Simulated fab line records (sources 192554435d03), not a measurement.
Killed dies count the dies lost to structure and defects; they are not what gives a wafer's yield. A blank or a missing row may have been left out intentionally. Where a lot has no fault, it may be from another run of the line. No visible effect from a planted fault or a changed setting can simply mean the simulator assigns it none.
8D (eight disciplines) problem report, filled in by code || flow n5-finfet || the parts of the form that need people (team, actions taken, sign-off) are left out

## 1. WHAT WENT WRONG
On 2 wafers of 1 lot, susceptor-temp-C at N5_BEOL_M11_DEGAS_44 has a mean of 244.80 C; fault-free wafers read 249.99 C, standard deviation 0.2. That is -26 standard deviations from the usual mean.
The step: time 60 s.
Seen first at day 14 13:52 on pvd-sputter-01, wafer L499.2. The record holds 15 wafers of 5 lots with a number at this step. By rule, "out" or "out of limits" means more than 4 standard deviations away from the usual mean. The other wafers with a number count as sound.

## 2. WHAT IT IS, AND WHAT IT ISN'T
{"question": "which readings at this step", "is": "susceptor-temp-C", "is not": "heater-power-w"}
{"question": "which lots", "is": "L499", "is not": "L492, L496, L497, L509"}
{"question": "which wafers of those lots", "is": "L499.2, L499.6", "is not": "L499.3"}
{"question": "read on which tools", "is": "pvd-sputter-01", "is not": "pvd-sputter-02, pvd-sputter-03"}
{"question": "when", "is": "from day 14 13:52", "is not": "up to then (10 sound wafers); but 3 sound wafers of L509 came after"}

## 3. THE SUSPECTS, EACH WITH WHAT RULES IT OUT
Counting: if a tool at a process step up to the reading ran every lot that is out, it stays a suspect. Sound lots after the first of them don't rule it out here, since some wafers of a struck lot are sound.
- rie-diel-01 at N5_BEOL_M11_TRENCH_ETCH_37 (etches SiCOH lowk in C4F6/O2, target depth 148.83 nm, time 48 s): kept. It ran the lot that is out, L499 (day 14 13:03); its last sound lot up to then is L496 (day 12 17:13). N5_BEOL_M11_TRENCH_ETCH_37 gives no start for some lots, so the hours and the order of its lots are those of N5_BEOL_M11_OCD_MEAS_38.
- rie-diel-01 at N5_BEOL_M11_ETCH_41 (etches SiCN in CH3F/O2, target depth 42.6 nm, time 86 s): kept. It ran the lot that is out, L499 (day 14 13:03); its last sound lot up to then is L496 (day 12 17:13). N5_BEOL_M11_ETCH_41 gives no start for some lots, so the hours and the order of its lots are those of N5_BEOL_M11_OCD_MEAS_38.
- rie-diel-01 at N5_BEOL_M11_STRIP_77 (strips in N2/H2, time 10 s): kept. It ran the lot that is out, L499 (day 14 13:03); its last sound lot up to then is L496 (day 12 17:13). N5_BEOL_M11_STRIP_77 gives no start for some lots, so the hours and the order of its lots are those of N5_BEOL_M11_OCD_MEAS_38.
- uv-cure-03 at N5_BEOL_M11_CURE_72 (cures SiCOH lowk, time 120 s): kept. It ran the lot that is out, L499 (day 14 13:21); its last sound lot up to then is L496 (day 12 17:43).
- pvd-sputter-01 at N5_BEOL_M11_DEGAS_44 (time 60 s): kept. It ran the lot that is out, L499 (day 14 13:52); its last sound lot up to then is L496 (day 12 18:38). Its own susceptor-temp-C readings are out on those wafers.
- Within rie-diel-01 at N5_BEOL_M11_TRENCH_ETCH_37: the wafers that are out ran in chambers 1, 3; their sound lot-mates ran in chamber 0.
- Within rie-diel-01 at N5_BEOL_M11_ETCH_41: the wafers that are out ran in chambers 1, 3; their sound lot-mates ran in chamber 0.
- Within rie-diel-01 at N5_BEOL_M11_STRIP_77: the wafers that are out ran in chambers 1, 3; their sound lot-mates ran in chamber 0.
Left after counting: rie-diel-01 at N5_BEOL_M11_TRENCH_ETCH_37, rie-diel-01 at N5_BEOL_M11_ETCH_41, rie-diel-01 at N5_BEOL_M11_STRIP_77, uv-cure-03 at N5_BEOL_M11_CURE_72, pvd-sputter-01 at N5_BEOL_M11_DEGAS_44.

## 4. THE CAUSE (what the simulator had put in)
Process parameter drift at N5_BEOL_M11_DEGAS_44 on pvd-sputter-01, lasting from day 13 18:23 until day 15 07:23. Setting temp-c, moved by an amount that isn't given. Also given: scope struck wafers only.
Of the 5 suspects that counting leaves, this tool is one.

## 5. SEQUENCE OF EFFECTS, ordered by route
Rows list readings where the struck wafers' mean (over those with a number) sits beyond 3 standard deviations from the usual. Readings are gone through only where the record gives a usual standard deviation; hours: the median, over the lots, of the time from a lot's start at the first step in this table giving one to that lot's start at this step; sigmas: the change measured in usual standard deviations.
{"hours": 0, "step": "N5_BEOL_M11_DEGAS_44", "reading": "susceptor-temp-C", "usual": "249.99 C", "on struck wafers": 244.80, "change": -5.19, "sigmas": -26}
Process steps it contains:
- N5_BEOL_M11_DEGAS_44: time 60 s.

## 6. HOW IT WOULD HAVE BEEN CAUGHT EARLIER
In this record the first reading out of limits was taken at day 14 13:52, 19 hours after the fault began at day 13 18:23.
